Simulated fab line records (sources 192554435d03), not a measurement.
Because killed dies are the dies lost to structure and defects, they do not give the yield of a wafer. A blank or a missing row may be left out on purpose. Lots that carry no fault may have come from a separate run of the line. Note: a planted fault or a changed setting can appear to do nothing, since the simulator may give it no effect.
A single fault, viewed from 2 desks	flow n5_finfet	numbers are kept per desk, each desk with only its own; the story behind them comes last

## FROM THE METROLOGY DESK
What the gauges read, lot by lot, whatever tool the lot ran on: means of the sampled wafers that have a number. Marked OUT: a lot whose mean sits more than 4 standard deviations from the usual mean, which makes it out of limits; the brackets give that distance.
Columns: A = cd_nm at N5_BEOL_M1_CD_MEAS_18, usual 18.0 nm; B = cd_nm at N5_BEOL_M1_CD_MEAS_28, usual 24.04 nm
lot	first seen here	A	B
L415	day 6 15:59	17.8	23.95
L416	day 6 21:40	18.1	24.28
L421	day 8 01:20	18.1	-
L422	day 8 07:55	18.6	-
L434	day 11 07:49	17.8	24.31
L436	day 11 17:09	18.0	24.05
Result from this desk: across the 6 lots, nothing is out of limits.

## TOOL OWNER'S DESK, litho_track-01
The tool's own readings at N5_BEOL_M1_DEVELOP_27 (develop time 30 s): means of the sampled wafers that have a number, for each lot that ran on this tool. Marked OUT: a lot whose mean sits more than 4 standard deviations from the usual mean, which makes it out of limits; the brackets give that distance.
Columns: A = chill_plate_temp_C at N5_BEOL_M1_DEVELOP_27, usual 23.00 C; B = developer_temp_C at N5_BEOL_M1_DEVELOP_27, usual 22.98 C; C = resist_line_temp_C at N5_BEOL_M1_DEVELOP_27, usual 23.02 C
lot	first seen here	A	B	C
L416	day 6 22:04	22.98	22.97	23.01
L436	day 11 17:32	23.05	22.99	23.05
Result from this desk: across the 2 lots, nothing is out of limits.

## PUT TOGETHER
At the metrology desk, nothing out of limits was observed.
Nothing out of limits was seen by the tool owner's desk.

## WHAT WAS PUT IN BY THE SIMULATOR
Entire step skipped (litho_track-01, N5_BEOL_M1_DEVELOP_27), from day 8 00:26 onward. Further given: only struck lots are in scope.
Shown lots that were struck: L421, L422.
